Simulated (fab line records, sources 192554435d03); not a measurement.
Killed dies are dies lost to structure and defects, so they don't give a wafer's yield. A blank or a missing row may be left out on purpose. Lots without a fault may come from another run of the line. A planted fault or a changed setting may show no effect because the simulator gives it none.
fab line records | flow n5_finfet | part 1 of 2: steps 1 to 3 of 6
record lots=22 wafers=66 last_day=17
route steps=1938 shown BEOL_M5@1137 BEOL_M6@1195
lots that met no fault: from a run of the same line without faults
start_h: hours from the record's first day to the start of the lot's first wafer shown | wait_h: hours since the lot's step before | " the same as in the row above | L1.1+2: a row that stands for several wafers | - no value, or no start given | * or withheld: withheld | < > ~ a bound
route shown NAME@n: a module of which the file shows steps, and the number in the route of the first | usual: mean/standard deviation of fault-free wafers | same: alike in all rows | chamber/n: place in a boat | sites: the reading at each site | _std_site: their standard deviation | _edge_site: outer sites' mean less inner sites' | radius_mm: how far each site lies from the wafer's centre | mask NAME#n: copy n | behind: the tool/chamber that last shaped the wafer | hold: why the lot was held/for how many hours/how that ended | device: the transistor (n, p or np) that didn't switch | end of line: the same wafers' tests at the end of the route | a step without rows: its recipe alone | killed: dies lost to structure and defects at the first sort, not the wafer's yield | map: a wafer's dies, x killed, . not, _ none there
set.NAME: the setting as run; set.NAME@STEP: as run at that earlier step | model.NAME: the simulator's own value behind a step, which no gauge read
steps of the route over a sample of lots; a table a step, a row a wafer
services: from which hour (start_h, from the record's first day; less than 0 if before it) a tool's chamber was out of use, for how many hours, and why
## steps
# step N5_BEOL_M5_STRIP_19
# recipe chemistry=O2 power_w=400 temp_c=40 pressure_mtorr=30 rf_frequency_hz=6e+07 bias_power_w=0 overash_fraction=0.2 o2_flow_sccm=225
# usual drypump_motor_current_A=5.8/0.54 oes_product_au=0.80/0.084 rf_vpp_V=3.6/0.54 showerhead_plenum_p_Torr=2.06/0.052 throttle_valve_pct=16.56/0.28
# columns lot.wafer tool chamber start_h wait_h drypump_motor_current_A oes_product_au rf_hours_counter_h rf_vpp_V showerhead_plenum_p_Torr throttle_valve_pct
L074.1 rie_diel-03 2 166.80 0.1 5.2 0.72 193 3.9 2.09 16.86
L074.3 " 0 " " 6.5 0.70 236 3.4 2.05 16.75
L074.6 " 2 " " 5.2 0.72 - 4.4 2.09 16.86
L075.1 rie_diel-01 0 185.94 0.1 6.0 0.73 157 4.1 2.11 16.87
L075.4 " 1 " " 5.7 0.66 234 2.4 1.97 16.75
L075.5 " 3 " " 6.3 0.74 - 4.4 1.99 16.45
L077.2 rie_diel-01 0 192.68 0.1 6.0 0.73 160 4.8 2.11 16.90
L077.3 " 1 " " 5.7 0.66 237 2.6 1.97 16.76
L077.6 " 2 " " 5.6 0.87 - 4.3 2.05 16.49
L076.4 rie_diel-03 3 192.94 0.1 6.4 0.90 - 3.3 2.03 16.02
L076.5 " 2 " " 5.2 0.72 - 3.3 2.09 16.88
L076.6 " 0 " " 6.6 0.69 - 4.0 2.05 16.76
L079.1 rie_diel-03 0 201.85 0.1 6.5 0.70 247 3.3 2.05 16.79
L079.4 " 1 " " 4.7 0.91 35 3.5 2.04 16.67
L079.5 " 1 " " 4.7 0.92 - 4.3 2.04 16.67
L081.2 rie_diel-05 0 202.58 0.1 6.4 0.78 108 3.7 2.03 16.78
L081.3 " 1 " " 5.4 0.82 60 3.4 2.11 16.29
L081.6 " 1 " " 5.4 0.82 - 4.1 2.11 16.29
L082.3 rie_diel-05 2 218.49 0.1 5.7 0.85 57 2.9 2.11 16.17
L082.5 " 2 " " 5.7 0.85 - 3.3 2.11 16.18
L082.6 " 0 " " 6.4 0.77 - 3.5 2.03 16.80
L083.2 rie_diel-01 2 221.17 0.1 5.6 0.87 50 3.0 2.05 16.50
L083.3 " 3 " " 6.3 0.75 138 2.7 1.99 16.45
L083.5 " 2 " " 5.6 0.87 - 3.2 2.05 16.51
L084.2 rie_diel-05 1 238.81 0.1 5.4 0.81 71 3.1 2.10 16.31
L084.3 " 3 " " 5.5 0.92 29 3.9 2.13 16.50
L084.5 " 3 " " 5.5 0.92 - 3.8 2.13 16.52
L085.1 rie_diel-01 2 239.46 0.1 5.6 0.86 56 3.8 2.04 16.53
L085.4 " 0 " " 6.0 0.73 - 3.8 2.11 16.93
L085.5 " 3 " " 6.3 0.73 - 3.7 1.99 16.48
L088.4 rie_diel-01 0 245.85 0.1 6.0 0.73 - 3.9 2.11 16.92
L088.5 " 3 " " 6.3 0.73 - 3.8 1.98 16.47
L088.6 " 2 " " 5.6 0.85 - 4.3 2.04 16.53
L086.2 rie_diel-01 0 246.28 0.1 6.0 0.73 177 2.9 2.10 16.91
L086.3 " 3 " " 6.3 0.74 148 3.0 1.98 16.48
L086.6 " 2 " " 5.6 0.85 - 3.8 2.04 16.52
L087.1 rie_diel-03 1 263.18 0.1 4.7 0.89 54 3.8 2.04 16.69
L087.5 " 1 " " 4.7 0.88 - 4.3 2.04 16.71
L087.6 " 2 " " 5.2 0.71 - 3.7 2.08 16.90
L089.1 rie_diel-03 2 267.01 0.1 5.2 0.71 227 3.5 2.08 16.92
L089.3 " 3 " " 6.4 0.87 51 3.9 2.02 16.10
L089.5 " 3 " " 6.4 0.87 - 3.7 2.02 16.09
L090.4 rie_diel-05 0 271.61 0.1 6.4 0.76 132 3.7 2.02 16.82
L090.5 " 0 " " 6.4 0.76 - 4.5 2.02 16.81
L090.6 " 1 " " 5.5 0.79 - 3.1 2.10 16.33
L091.2 rie_diel-01 1 276.34 0.1 5.7 0.95 7 3.0 2.23 16.30
L091.4 " 2 " " 5.6 0.83 68 2.9 2.04 16.55
L091.6 " 0 " " 6.0 0.71 - 2.9 2.10 16.93
L092.1 rie_diel-05 0 277.35 0.1 6.4 0.76 133 3.2 2.02 16.81
L092.2 " 2 " " 5.7 0.83 77 4.4 2.10 16.21
L092.3 " 3 " " 5.5 0.91 42 3.8 2.12 16.52
L093.2 rie_diel-03 2 277.53 0.1 5.2 0.69 230 3.9 2.08 16.93
L093.4 " 1 " " 4.7 0.87 58 4.9 2.03 16.71
L093.5 " 3 " " 6.4 0.86 - 3.0 2.02 16.09
L094.1 rie_diel-03 0 296.03 0.1 6.5 0.92 18 4.6 2.04 16.34
L094.4 " 2 " " 5.2 0.70 235 4.8 2.07 16.93
L094.5 " 1 " " 4.7 0.87 - 4.7 2.03 16.73
L095.2 rie_diel-01 0 301.44 0.1 6.0 0.72 195 3.6 2.10 16.96
L095.5 " 0 " " 6.0 0.71 - 3.1 2.10 16.95
L095.6 " 1 " " 5.7 0.92 - 4.0 2.22 16.33
L096.2 rie_diel-05 2 304.95 0.1 5.7 0.82 84 3.7 2.10 16.21
L096.4 " 0 " " 6.4 0.77 140 3.4 2.02 16.85
L096.5 " 0 " " 6.4 0.77 - 3.6 2.02 16.85
L097.3 rie_diel-05 2 305.47 0.1 5.7 0.82 84 3.1 2.10 16.25
L097.4 " 1 " " 5.4 0.78 90 3.4 2.10 16.32
L097.5 " 2 " " 5.7 0.81 - 3.8 2.10 16.23
# step N5_BEOL_M5_ETCH_75
# recipe chemistry=N2/H2 target=underlayer target_depth_a=65 mask_material=CAR-EUV time_s=5.2 ion_energy_ev=200 pressure_mtorr=30 source_w=840 bias_w=150 n2_flow_sccm=200 h2_flow_sccm=200 ends=cleared
# usual drypump_motor_current_A=5.8/0.5 etch_rf_on_time_s=5.12/0.21 oes_product_au=0.69/0.075 rf_vpp_V=523.0/2.1 showerhead_plenum_p_Torr=2.51/0.064 throttle_valve_pct=17.82/0.23
# columns lot.wafer tool chamber start_h wait_h drypump_motor_current_A etch_rf_on_time_s oes_product_au rf_hours_counter_h rf_vpp_V showerhead_plenum_p_Torr throttle_valve_pct
L074.1 rie_diel-03 3 169.11 0.0 6.4 4.89 0.80 18 522.6 2.51 17.60
L074.3 " 1 " " 4.7 5.12 0.77 26 522.6 2.50 18.01
L074.6 " 3 " " 6.4 4.87 0.82 - 524.0 2.51 17.62
L075.1 rie_diel-03 1 186.66 0.0 4.7 5.03 0.77 31 521.7 2.50 18.01
L075.4 " 2 " " 5.2 5.03 0.63 200 524.3 2.51 18.10
L075.5 " 3 " " 6.4 4.88 0.80 - 522.6 2.51 17.66
L077.2 rie_diel-05 0 194.19 0.0 6.4 5.10 0.67 106 521.7 2.47 18.08
L077.3 " 2 " " 5.7 5.23 0.74 50 525.6 2.58 17.47
L077.6 " 0 " " 6.4 5.12 0.67 - 524.8 2.47 18.10
L076.4 rie_diel-01 3 194.37 0.0 6.3 5.43 0.63 131 523.6 2.45 17.83
L076.5 " 2 " " 5.7 5.09 0.75 - 522.3 2.47 17.58
L076.6 " 1 " " 5.7 5.29 0.57 - 519.3 2.39 17.95
L079.1 rie_diel-01 1 202.39 0.0 5.7 5.27 0.57 239 518.8 2.39 17.96
L079.4 " 2 " " 5.6 5.15 0.73 44 522.7 2.47 17.62
L079.5 " 0 " " 6.0 5.29 0.63 - 523.4 2.52 17.87
L081.2 rie_diel-01 0 205.27 0.0 6.0 5.33 0.62 162 523.9 2.52 17.85
L081.3 " 1 " " 5.7 5.25 0.57 239 518.7 2.39 17.92
L081.6 " 1 " " 5.7 5.30 0.56 - 520.1 2.39 17.93
L082.3 rie_diel-03 2 219.16 0.0 5.2 5.02 0.62 211 522.0 2.51 18.11
L082.5 " 3 " " 6.4 4.85 0.79 - 522.5 2.51 17.64
L082.6 " 1 " " 4.7 5.08 0.76 - 524.2 2.50 18.06
L083.2 rie_diel-05 2 224.63 0.0 5.7 5.20 0.73 59 523.5 2.58 17.50
L083.3 " 0 " " 6.4 5.09 0.66 115 520.1 2.47 18.15
L083.5 " 2 " " 5.7 5.16 0.73 - 525.1 2.58 17.51
L085.1 rie_diel-05 1 241.42 0.0 5.4 5.36 0.68 72 524.0 2.56 17.46
L085.4 " 0 " " 6.4 5.14 0.66 122 523.2 2.47 18.14
L085.5 " 0 " " 6.4 5.07 0.65 - 518.9 2.47 18.13
L084.2 rie_diel-03 1 241.63 0.0 4.7 5.13 0.74 49 522.2 2.49 18.06
L084.3 " 2 " " 5.2 5.00 0.62 220 523.9 2.50 18.12
L084.5 " 2 " " 5.2 5.00 0.61 - 524.9 2.50 18.12
L088.4 rie_diel-01 0 246.53 0.0 6.0 5.25 0.62 - 527.1 2.52 17.90
L088.5 " 3 " " 6.3 5.43 0.62 - 519.6 2.44 17.84
L088.6 " 2 " " 5.6 5.05 0.73 - 521.0 2.46 17.63
L086.2 rie_diel-01 2 247.00 0.0 5.6 5.16 0.72 59 523.4 2.46 17.63
L086.3 " 3 " " 6.4 5.47 0.62 148 521.5 2.44 17.81
L086.6 " 2 " " 5.6 5.11 0.72 - 524.2 2.46 17.63
L087.1 rie_diel-01 1 263.82 0.0 5.7 5.03 0.83 4 529.3 2.70 17.47
L087.5 " 3 " " 6.3 5.45 0.62 - 519.9 2.44 17.84
L087.6 " 2 " " 5.7 5.11 0.72 - 523.6 2.46 17.61
L089.1 rie_diel-05 3 269.20 0.0 5.5 4.70 0.81 39 525.0 2.62 18.01
L089.3 " 1 " " 5.4 5.39 0.67 80 522.9 2.55 17.49
L089.5 " 3 " " 5.5 4.69 0.80 - 527.7 2.62 17.98
L090.4 rie_diel-03 3 274.69 0.0 6.4 4.76 0.76 53 521.5 2.50 17.69
L090.5 " 1 " " 4.7 5.10 0.73 - 524.4 2.49 18.06
L090.6 " 2 " " 5.2 5.00 0.60 - 523.3 2.50 18.14
L092.1 rie_diel-01 1 280.24 0.0 5.7 5.02 0.82 8 529.3 2.70 17.51
L092.2 " 0 " " 6.1 5.32 0.61 187 523.9 2.51 17.92
L092.3 " 3 " " 6.3 5.40 0.61 156 520.6 2.44 17.83
L091.2 rie_diel-05 2 280.30 0.0 5.8 5.21 0.71 78 523.5 2.57 17.54
L091.4 " 1 " " 5.4 5.39 0.65 84 524.9 2.55 17.50
L091.6 " 2 " " 5.7 5.17 0.71 - 525.5 2.57 17.56
L093.2 rie_diel-03 0 280.75 0.0 6.5 5.16 0.79 13 522.6 2.48 17.49
L093.4 " 1 " " 4.7 5.08 0.73 59 521.1 2.49 18.08
L093.5 " 1 " " 4.7 5.07 0.73 - 521.7 2.49 18.09
L094.1 rie_diel-05 0 296.94 0.0 6.4 4.97 0.64 138 520.9 2.46 18.15
L094.4 " 3 " " 5.5 4.73 0.78 47 525.3 2.62 18.02
L094.5 " 3 " " 5.5 4.71 0.79 - 524.0 2.62 17.99
L095.2 rie_diel-05 1 303.68 0.0 5.4 5.49 0.65 90 522.7 2.55 17.50
L095.5 " 0 " " 6.4 5.00 0.63 - 522.4 2.46 18.17
L095.6 " 1 " " 5.4 5.49 0.66 - 522.8 2.55 17.52
L097.3 rie_diel-05 3 306.80 0.0 5.5 4.80 0.77 50 526.6 2.62 18.01
L097.4 " 0 " " 6.4 5.00 0.64 141 518.1 2.46 18.18
L097.5 " 2 " " 5.7 5.21 0.70 - 523.9 2.57 17.54
L096.2 rie_diel-05 3 307.18 0.0 5.5 4.68 0.78 50 525.6 2.62 18.01
L096.4 " 1 " " 5.4 5.51 0.66 91 524.8 2.55 17.50
L096.5 " 2 " " 5.7 5.21 0.70 - 524.4 2.57 17.58
# step N5_BEOL_M5_ETCH_67
# recipe chemistry=CF4 target=SiARC target_depth_a=156 mask_material=CAR-EUV time_s=26 ion_energy_ev=80 pressure_mtorr=40 source_w=545 bias_w=36 Ar_flow_sccm=100 cf4_flow_sccm=100 ends=cleared
# usual drypump_motor_current_A=5.8/0.5 etch_rf_on_time_s=25.6/1 oes_product_au=0.69/0.075 rf_vpp_V=183.6/1.1 showerhead_plenum_p_Torr=2.12/0.049 throttle_valve_pct=15.53/0.25
# columns lot.wafer tool chamber start_h wait_h drypump_motor_current_A etch_rf_on_time_s oes_product_au rf_hours_counter_h rf_vpp_V showerhead_plenum_p_Torr throttle_valve_pct
L074.1 rie_diel-03 3 169.13 0.0 6.4 24.1 0.82 18 183.6 2.11 15.12
L074.3 " 1 " " 4.7 25.1 0.78 26 183.9 2.11 15.72
L074.6 " 3 " " 6.4 24.1 0.81 - 183.2 2.11 15.11
L075.1 rie_diel-03 1 186.68 0.0 4.7 24.8 0.78 31 182.5 2.11 15.71
L075.4 " 2 " " 5.2 25.2 0.64 200 184.8 2.13 15.80
L075.5 " 3 " " 6.4 23.8 0.82 - 184.3 2.10 15.13
L077.2 rie_diel-05 0 194.21 0.0 6.4 25.1 0.67 106 182.6 2.07 15.70
L077.3 " 2 " " 5.7 26.1 0.74 50 183.7 2.15 15.06
L077.6 " 0 " " 6.4 25.2 0.68 - 183.6 2.07 15.69
L076.4 rie_diel-01 3 194.38 0.0 6.3 26.7 0.64 131 182.3 2.07 15.57
L076.5 " 2 " " 5.6 25.6 0.75 - 184.6 2.08 15.37
L076.6 " 1 " " 5.7 26.1 0.57 - 184.7 2.03 15.75
L079.1 rie_diel-01 1 202.41 0.0 5.7 26.1 0.57 239 183.2 2.03 15.75
L079.4 " 2 " " 5.6 25.6 0.74 44 183.6 2.08 15.38
L079.5 " 0 " " 6.0 26.8 0.63 - 182.8 2.13 15.69
L081.2 rie_diel-01 0 205.29 0.0 6.0 26.9 0.62 162 184.0 2.13 15.71
L081.3 " 1 " " 5.7 26.5 0.57 239 182.2 2.03 15.74
L081.6 " 1 " " 5.7 26.4 0.57 - 181.6 2.03 15.75
L082.3 rie_diel-03 2 219.18 0.0 5.2 25.1 0.62 211 184.5 2.13 15.83
L082.5 " 3 " " 6.4 24.1 0.79 - 184.1 2.10 15.15
L082.6 " 1 " " 4.7 25.2 0.76 - 182.9 2.11 15.72
L083.2 rie_diel-05 2 224.65 0.0 5.7 26.1 0.72 59 187.0 2.15 15.09
L083.3 " 0 " " 6.4 25.5 0.66 115 182.2 2.07 15.69
L083.5 " 2 " " 5.7 25.8 0.73 - 182.5 2.15 15.10
L085.1 rie_diel-05 1 241.44 0.0 5.4 26.7 0.68 72 183.7 2.17 15.35
L085.4 " 0 " " 6.4 25.0 0.66 122 182.7 2.07 15.73
L085.5 " 0 " " 6.4 24.9 0.66 - 181.9 2.07 15.72
L084.2 rie_diel-03 1 241.65 0.0 4.7 25.7 0.74 49 182.3 2.10 15.75
L084.3 " 2 " " 5.2 25.3 0.61 220 183.9 2.12 15.85
L084.5 " 2 " " 5.2 25.6 0.60 - 182.3 2.13 15.85
L088.4 rie_diel-01 0 246.56 0.0 6.0 26.5 0.61 - 183.5 2.13 15.71
L088.5 " 3 " " 6.3 26.9 0.63 - 182.6 2.06 15.62
L088.6 " 2 " " 5.6 25.7 0.72 - 182.7 2.08 15.42
L086.2 rie_diel-01 2 247.02 0.0 5.6 25.4 0.73 59 183.6 2.08 15.42
L086.3 " 3 " " 6.3 26.9 0.63 148 182.7 2.06 15.60
L086.6 " 2 " " 5.6 25.7 0.72 - 184.1 2.08 15.42
L087.1 rie_diel-01 1 263.84 0.0 5.7 24.7 0.84 4 186.1 2.28 15.28
L087.5 " 3 " " 6.3 26.7 0.63 - 183.1 2.06 15.61
L087.6 " 2 " " 5.6 25.7 0.72 - 183.6 2.08 15.41
L089.1 rie_diel-05 3 269.22 0.0 5.5 23.9 0.79 39 185.4 2.19 15.52
L089.3 " 1 " " 5.4 27.0 0.67 80 182.6 2.17 15.38
L089.5 " 3 " " 5.4 23.7 0.80 - 184.8 2.19 15.52
L090.4 rie_diel-03 3 274.71 0.0 6.4 23.9 0.76 53 184.5 2.09 15.19
L090.5 " 1 " " 4.7 25.4 0.73 - 184.7 2.10 15.76
L090.6 " 2 " " 5.2 25.6 0.61 - 183.3 2.12 15.86
L092.1 rie_diel-01 1 280.26 0.0 5.7 25.1 0.82 8 185.1 2.27 15.28
L092.2 " 0 " " 6.0 26.8 0.61 187 181.5 2.12 15.76
L092.3 " 3 " " 6.3 26.9 0.63 156 182.4 2.06 15.62
L091.2 rie_diel-05 2 280.31 0.0 5.7 26.5 0.70 78 184.6 2.14 15.11
L091.4 " 1 " " 5.4 27.6 0.66 84 185.7 2.17 15.37
L091.6 " 2 " " 5.7 26.7 0.70 - 183.1 2.14 15.11
L093.2 rie_diel-03 0 280.76 0.0 6.5 25.6 0.79 13 183.1 2.13 15.49
L093.4 " 1 " " 4.7 25.4 0.74 59 183.9 2.10 15.76
L093.5 " 1 " " 4.7 25.1 0.73 - 183.9 2.10 15.78
L094.1 rie_diel-05 0 296.96 0.0 6.4 24.9 0.65 138 182.2 2.06 15.76
L094.4 " 3 " " 5.5 23.8 0.79 47 184.1 2.18 15.53
L094.5 " 3 " " 5.5 24.0 0.79 - 185.8 2.18 15.55
L095.2 rie_diel-05 1 303.70 0.0 5.4 27.3 0.66 90 185.5 2.16 15.38
L095.5 " 0 " " 6.4 24.7 0.65 - 182.9 2.06 15.76
L095.6 " 1 " " 5.5 27.2 0.66 - 185.2 2.16 15.39
L097.3 rie_diel-05 3 306.81 0.0 5.5 24.0 0.79 50 183.7 2.18 15.57
L097.4 " 0 " " 6.4 24.8 0.64 141 183.0 2.06 15.78
L097.5 " 2 " " 5.8 26.4 0.70 - 184.0 2.14 15.13
L096.2 rie_diel-05 3 307.20 0.0 5.5 24.2 0.77 50 183.8 2.18 15.56
L096.4 " 1 " " 5.5 27.8 0.65 91 184.6 2.16 15.40
L096.5 " 2 " " 5.7 26.4 0.70 - 183.9 2.14 15.15
